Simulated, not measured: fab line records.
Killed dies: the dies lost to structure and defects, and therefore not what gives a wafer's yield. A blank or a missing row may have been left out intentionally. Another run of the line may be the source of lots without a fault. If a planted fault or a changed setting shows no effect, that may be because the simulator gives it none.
A struck lot beside a sound one + flow nand_harc + 15 steps out of a route of 1302
Sound: the wafers L988.1, L988.5, L988.6. Wafers L101.1, L101.5, L101.6 were the ones struck. The cause is given at the end.
At each step with rows: each side's tool, then ch and its chambers, then its first start. Under that, the readings that differ: sound wafers + struck wafers + difference of the means + sigmas: that difference in standard deviations of wafers without a fault.
alike: readings with means less than 2 such deviations apart, plus words and numbers identical on both sides. not compared: withheld readings, readings lacking a value on some wafer, bounds such as >300 that could conceal the same value, and numbers that have no deviation in the record and whose values overlap.
A row with sigmas, a row that says differs or no value, or rows on one side alone: a step with any of these is where the two part. When numbers do not overlap yet have no deviation, they are printed without sigmas and do not part them. Lack of a reading on every wafer of one side parts them only where that side has two or more wafers.

first, 4 steps without rows for these wafers: NHARC_P_M1_EBR_05; NHARC_P_M1_EXPOSE_06 (exposes mask P M1, target cd 130 nm); NHARC_P_M1_PEB_07 (peb time 65 s); NHARC_P_M1_DEVELOP_08 (develop time 35 s).
NHARC_P_M1_CD_MEAS_09: target cd 130 nm.
  sound on cd_sem-03 ch 0, day 6 04:56; struck on cd_sem-01 ch 0, day 11 10:40
  alike: cd_nm
NHARC_P_M1_OVL_MEAS_10: pitch 260 nm.
  sound: overlay-02 at day 6 05:01; struck: overlay-02 at day 11 10:45
| reading           | sound          | struck      | difference | sigmas |
|-------------------|----------------|-------------|------------|--------|
| overlay_y_nm (nm) | -0.5 -0.5 -0.4 | 1.3 1.1 1.0 | +1.6       | +2     |
  alike: overlay_x_nm
NHARC_P_M1_INSPECT_11:
  sound: defect_inspect-01 at day 6 05:04; struck: defect_inspect-02 at day 11 10:47
  alike: raw_defect_count
NHARC_P_M1_DESCUM_14: chemistry O2, time 3 s.
  sound on rie_diel-04 ch 2,3, day 6 05:07; struck on rie_diel-07 ch 0,1, day 11 10:52
  alike: chamber_pressure_mTorr, drypump_motor_current_A, oes_product_au, rf_vpp_V, showerhead_plenum_p_Torr, throttle_valve_pct
  not compared: rf_hours_counter_h
NHARC_P_M1_ETCH_35: etches the open film in N2/H2, target depth 40 nm, overetch 12 nm, time 43.94 s.
  sound on rie_diel-04 ch 0,1,2, day 6 05:13; struck on rie_diel-07 ch 0,1, day 11 10:56
  alike: chamber_pressure_mTorr, drypump_motor_current_A, h2_flow_sccm, oes_product_au, rf_vpp_V, run_length_s, showerhead_plenum_p_Torr, throttle_valve_pct
  not compared: rf_hours_counter_h
NHARC_P_M1_ETCH_15: etches the open film in C4F8/Ar, target depth 182.5 nm, time 91.2 s.
  sound on rie_diel-04 ch 0,3; struck on rie_diel-07 ch 1,2,3
| reading               | sound             | struck            | difference | sigmas |
|-----------------------|-------------------|-------------------|------------|--------|
| oes_product_au (a.u.) | 0.983 0.956 0.984 | 0.927 0.918 0.924 | -0.051     | -2     |
  alike: chamber_pressure_mTorr, rf_vpp_V, run_length_s
  not compared: rf_hours_counter_h
NHARC_P_M1_CD_MEAS_16:
  sound: cd_sem-02 at day 6 05:25; struck: cd_sem-01 at day 11 11:09
  alike: cd_nm
NHARC_P_M1_STRIP_18: strips in N2/H2.
  sound on rie_diel-04 ch 0,2,3, day 6 05:35; struck on rie_diel-04 ch 2,3, day 11 11:15
  alike: chamber_pressure_mTorr, drypump_motor_current_A, h2_flow_sccm, oes_product_au, rf_vpp_V, showerhead_plenum_p_Torr, throttle_valve_pct
  not compared: rf_hours_counter_h
NHARC_P_M1_ETCH_28: etches the open film in CF4/N2, target depth 30 nm, time 72.99 s.
  sound on rie_diel-04 ch 1,2,3, day 6 05:45; struck on rie_diel-04 ch 1,2, day 11 11:28
| reading          | sound          | struck         | difference | sigmas |
|------------------|----------------|----------------|------------|--------|
| run_length_s (s) | 93.8 94.8 94.0 | 74.7 74.7 74.3 | -19.6      | -36    |
  alike: chamber_pressure_mTorr, drypump_motor_current_A, oes_product_au, rf_vpp_V, showerhead_plenum_p_Torr, throttle_valve_pct
  not compared: rf_hours_counter_h
then, 1 step without rows for these wafers: NHARC_P_M1_STRIP_19 (strips in post etch residue remover, time 600 s).
-- record jumps: 18 days between struck wafers' starts before vs after; left off in module P_M1, resumes in module END, first step shown is number 1302 of the route --
NHARC_END_SORT_01:
  sound on prober-02 ch 0, day 24 19:33; struck on prober-02 ch 0, day 29 11:46
| reading                  | sound          | struck         | difference | sigmas |
|--------------------------|----------------|----------------|------------|--------|
| defect_limited_yield (%) | 96.3 97.0 96.3 | 87.3 89.7 88.8 | -7.9       | -3     |
| killed_at_array          | 19 13 18       | 75 59 59       | +48        | +3     |
| killed_dies              | 25 20 25       | 86 70 76       | +54        | +3     |
| sort_bin_2_pct (%)       | 0.9 0.4 0.7    | 4.1 4.0 3.4    | +3.2       | +3     |
| sort_bin_4_pct (%)       | 2.2 2.4 2.8    | 8.0 5.6 6.9    | +4.4       | +3     |
| sort_n_pass              | 652 657 652    | 591 607 601    | -54        | -3     |
| sort_yield_pct (%)       | 96.3 97.0 96.3 | 87.3 89.7 88.8 | -7.9       | -3     |
  alike: killed_at_other, killed_at_periphery, killed_open, killed_short, sort_bin_3_pct, sort_rim_yield_pct

WHERE THEY PART
First at NHARC_P_M1_OVL_MEAS_10; last, within this record, at NHARC_END_SORT_01.

WHY: what the simulator had put in
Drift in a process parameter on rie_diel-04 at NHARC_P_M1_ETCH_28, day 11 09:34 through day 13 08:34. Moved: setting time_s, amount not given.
